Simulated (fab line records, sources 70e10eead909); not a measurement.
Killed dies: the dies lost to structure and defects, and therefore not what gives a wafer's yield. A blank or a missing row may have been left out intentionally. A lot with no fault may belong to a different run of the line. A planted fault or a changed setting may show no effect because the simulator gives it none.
Matching of chambers	flow nandHarc	NHARC_A_BLC_STRIP_21 on rieDiel-08: 4 sister chambers
The step strips in O2. 4 wafers are shown with their chamber, then 9 later ones without.

== EACH WAFER AND ITS CHAMBER ==
wafer	chamber	showerheadPlenumPTorr (Torr)
L086.5	3	3.32
L087.1	0	3.28
L087.2	2	3.66
L087.4	1	3.33

== WAFERS WHOSE CHAMBER IS MISSING ==
wafer	showerheadPlenumPTorr (Torr)
L094.1	3.32
L094.4	3.32
L094.5	3.32
L092.1	3.28
L092.3	3.66
L092.6	3.32
L095.2	3.32
L095.3	3.66
L095.6	3.27

== THE CHAMBER EACH PASSED THROUGH ==
wafer	from the rows above	in truth
L094.1	3	3
L094.4	3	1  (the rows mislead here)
L094.5	3	3
L092.1	0	0
L092.3	2	2
L092.6	3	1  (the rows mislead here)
L095.2	3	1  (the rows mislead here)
L095.3	2	2
L095.6	0	0
Placed correctly: 6 of 9. From these rows, 0 cannot be placed. Placed wrongly: 3.
How it was worked out, from the rows above alone: a wafer's distance from a chamber is the root of the sum, over the readings, of the square of ((its reading less the chamber's mean) divided by the reading's scatter). If the next closest chamber is less than 2 further off than the closest, the wafer can't be placed; otherwise it belongs to the closest. Each chamber's mean is taken over the wafers shown for it. The scatter: root of mean squared gap, hidden wafer to nearest shown wafer, with one shown wafer a chamber.
